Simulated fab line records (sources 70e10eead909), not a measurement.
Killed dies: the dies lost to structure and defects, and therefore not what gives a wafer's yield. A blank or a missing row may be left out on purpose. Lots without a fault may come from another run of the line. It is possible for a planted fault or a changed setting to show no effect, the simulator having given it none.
Code-filled problem report in 8D (eight disciplines) form -- flow nand harc -- the parts of the form that need people (team, actions taken, sign-off) are left out

== 1. THE PROBLEM ==
At NHARC_A_STAIRCASE_EXPOSE_265, exposure dose mJ cm2 averages 23.887 over 9 wafers from 3 lots, while fault-free wafers read 25.011, standard deviation 0.024. That is -47 standard deviations from the usual mean.
The step: exposes mask CHOP 200.
First seen on wafer L361.3, day 20 19:07, on krf scanner-02. The record holds 36 wafers of 12 lots with a number at this step. Rule for "out" (also "out of limits"): further than 4 standard deviations from the usual mean. The rest of the wafers with a number are treated as sound.

== 2. WHAT IT IS AND WHAT IT IS NOT ==
question,is,is not
which readings at this step,exposure dose mJ cm2,-
which lots,"L361, L366, L368","L351, L352, L354, L355, L358, L363, L370, L371, L374"
which wafers of those lots,all that have a number,-
read on which tools,krf scanner-02,"krf scanner-01, krf scanner-03"
when,from day 20 19:07,"up to then (18 sound wafers); but 9 sound wafers of L370, L371, L374 came after"

== 3. SUSPECTS, AND WHAT RULES EACH OUT ==
Counting: a tool stays on the suspect list if, at a process step up to the reading, it processed all lots that are out and no sound lot following the first of them.
- krf scanner-02 at NHARC_A_STAIRCASE_EXPOSE_265 (exposes mask CHOP 200): kept. All lots that are out passed through it, beginning with L361 at day 20 19:07, and no sound lot followed; its final sound lot before that point was L358 at day 19 10:31. On those wafers its own readings are out: exposure dose mJ cm2.
Left after counting: krf scanner-02 at NHARC_A_STAIRCASE_EXPOSE_265.

== 4. THE CAUSE (what the simulator had put in) ==
Process parameter drift: krf scanner-02, from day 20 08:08 on, at NHARC_A_STAIRCASE_EXPOSE_265. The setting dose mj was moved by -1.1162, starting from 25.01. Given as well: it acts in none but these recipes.
Only this tool survived the counting.

== 5. THE EFFECT CHAIN, in route order ==
Each row: a reading where the mean over the struck wafers with a number is more than 3 standard deviations away from the usual. Only readings for which the record gives a usual standard deviation are gone through. hours: the time from each lot's start at the first step in this table that gives one to its start at this step, as a median over the lots. sigmas: the change in usual standard deviations.
hours,step,reading,usual,on struck wafers,change,sigmas
0,NHARC_A_STAIRCASE_EXPOSE_265,exposure dose mJ cm2,25.011,23.887,-1.124,-47
Process steps it contains:
- NHARC_A_STAIRCASE_EXPOSE_265: exposes mask CHOP 200.

== 6. HOW IT WOULD HAVE BEEN CAUGHT EARLIER ==
In this record no reading fell out of limits until day 20 19:07, 11 hours after the fault had begun at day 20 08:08.
